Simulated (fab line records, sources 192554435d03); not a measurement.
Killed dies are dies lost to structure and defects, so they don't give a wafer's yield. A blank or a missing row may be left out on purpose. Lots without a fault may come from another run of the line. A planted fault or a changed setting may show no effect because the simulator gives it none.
Chamber matching | flow n5_finfet | N5_HKMG_FIN_ETCH_35 on rie_diel-04: 4 sister chambers
The step etches SOC in N2/H2, target depth 215.8 nm, time 243.4 s. 4 wafers are shown with their chamber, then 8 later ones without.

WAFERS WITH THEIR CHAMBER
wafer  | chamber | drypump_motor_current_A (A)
L085.1 | 0       | 5.7
L090.2 | 3       | 5.6
L090.4 | 1       | 5.4
L092.2 | 2       | 5.5

WAFERS WITHOUT THEIR CHAMBER
wafer  | drypump_motor_current_A (A)
L092.5 | 5.8
L092.6 | 5.6
L096.4 | 5.7
L096.5 | 5.4
L096.6 | 5.6
L097.1 | 5.4
L097.3 | 5.8
L097.6 | 5.8

WHICH CHAMBER EACH WENT THROUGH
wafer  | from the rows above          | in truth
L092.5 | can't be placed: 0 or 3      | 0
L092.6 | can't be placed: 3 or 2 or 0 | 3
L096.4 | can't be placed: 0 or 3      | 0
L096.5 | can't be placed: 1 or 2      | 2
L096.6 | can't be placed: 3 or 2 or 0 | 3
L097.1 | can't be placed: 1 or 2      | 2
L097.3 | can't be placed: 0 or 3      | 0
L097.6 | can't be placed: 0 or 3      | 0
Placed correctly: 0 of 8. Can't be placed from these rows: 8 (the true chamber is among the candidates in 8). Placed wrongly: 0.
How it was worked out, from the rows above alone: a wafer's distance from a chamber is the root of the sum, over the readings, of the square of ((its reading less the chamber's mean) divided by the reading's scatter). The wafer belongs to the nearest chamber; if the next one is less than 2 further off, it can't be placed. A chamber's mean is the mean of its shown wafers. The scatter: with one shown wafer a chamber, the root of the mean of the squares of how far each hidden wafer lies from its nearest shown one.
